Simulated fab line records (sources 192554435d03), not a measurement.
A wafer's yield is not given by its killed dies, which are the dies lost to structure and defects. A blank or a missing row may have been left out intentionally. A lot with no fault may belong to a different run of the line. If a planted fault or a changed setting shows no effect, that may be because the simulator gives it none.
Split-lot trial	flow n5 finfet	21 wafers read across 7 lots, on a route 1938 steps long

== THE SPLIT ==
At N5_BEOL_M10_HM_DEP_02 (deposits TiN, target thk 20 nm), the setting target thk a was moved away from the recipe's 200 angstrom on 5 of the 21 wafers read, by -8.4% to +9.5%. For the rest of the wafers, this setting stayed at what the recipe calls for.

The split's own step is where the reading is taken.

== THE READING ==
TiN_of_BEOL_M10_HM_DEP_02.thk nm (the simulator's own value, which no gauge read), in nm, at N5_BEOL_M10_HM_DEP_02 (deposits TiN, target thk 20 nm). No usual value for it is given in the file. Across the 16 wafers here that went through the recipe, the average is 20.0 nm and the standard deviation 0.28 nm.

wafer	tool, chamber at the split	target thk a as run, angstrom	against the recipe	TiN_of_BEOL_M10_HM_DEP_02.thk nm, nm	against lot-mates on the recipe
L074.1	pvd sputter-03, -	200	recipe	19.8	-
L074.4	pvd sputter-03, -	200	recipe	19.8	-
L074.6	pvd sputter-03, -	200	recipe	20	-
L079.1	pvd sputter-02, -	217.3	+8.7%	21.6	+1.4
L079.2	pvd sputter-02, -	200	recipe	20.2	-
L079.3	pvd sputter-02, -	217.3	+8.7%	22	+1.8
L080.1	pvd sputter-03, -	183.2	-8.4%	18.4	-1.9
L080.2	pvd sputter-03, -	200	recipe	20.2	-
L080.3	pvd sputter-03, -	200	recipe	20.4	-
L082.2	pvd sputter-03, -	200	recipe	20.4	-
L082.3	pvd sputter-03, -	200	recipe	20.2	-
L082.5	pvd sputter-03, -	218.7	+9.3%	22	+1.7
L085.1	pvd sputter-02, -	200	recipe	20.2	-
L085.4	pvd sputter-02, -	200	recipe	20.2	-
L085.3	pvd sputter-02, -	200	recipe	19.8	-
L086.1	pvd sputter-01, -	219.1	+9.5%	21.2	+1.6
L086.5	pvd sputter-01, -	200	recipe	19.4	-
L086.6	pvd sputter-01, -	200	recipe	19.8	-
L089.4	pvd sputter-01, -	200	recipe	20.2	-
L089.5	pvd sputter-01, -	200	recipe	20.2	-
L089.6	pvd sputter-01, -	200	recipe	19.6	-

FIT RESULTS
A straight line over all 21 wafers: TiN_of_BEOL_M10_HM_DEP_02.thk nm changes by +0.186 nm for each +1% of target thk a; r = +0.93; the points scatter about the line by 0.31 nm.
The same after taking each lot's own level away (the mean of its wafers on the recipe; 21 wafers): +0.19 nm for each +1%; r = +0.97; scatter 0.19 nm.
According to that fit, moving target thk a by its largest amount changes the reading by 1.8 nm.
The lots' own levels span 19.60 to 20.30 nm, that is 2.5 times the standard deviation above.
Consequently the slope shifts little with the lot-to-lot level, the two slopes agreeing.
Check: with one of the wafers moved furthest among these (+9.5%) left out of the fit, the line predicts +1.84 nm for it against its lot-mates. Against them it came out at +1.6 nm.

== THE OTHER SPLITS THESE WAFERS WENT THROUGH ==
These wafers also went through other splits before the reading. Each is held against what the fit with the lots' levels taken away leaves over:
other split on the same wafers	wafers away from the commonest value	r with TiN_of_BEOL_M10_HM_DEP_02.thk nm (lot level and that fit taken away)
N5_BEOL_M5_ETCH_41 source w	6	-0.03
N5_BEOL_M6_COAT_22 spin rpm	6	-0.12
N5_BEOL_M6_ETCH_66 bias w	8	-0.23
N5_BEOL_M8_TRENCH_ETCH_37 time s	6	+0.06
N5_BEOL_M9_EXPOSE_25 dose mj	4	+0.35

== THE FILE'S OWN FIT ==
TiN_of_BEOL_M10_HM_DEP_02.thk nm changes by +0.188 nm for each +1% of target thk a, r = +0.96.
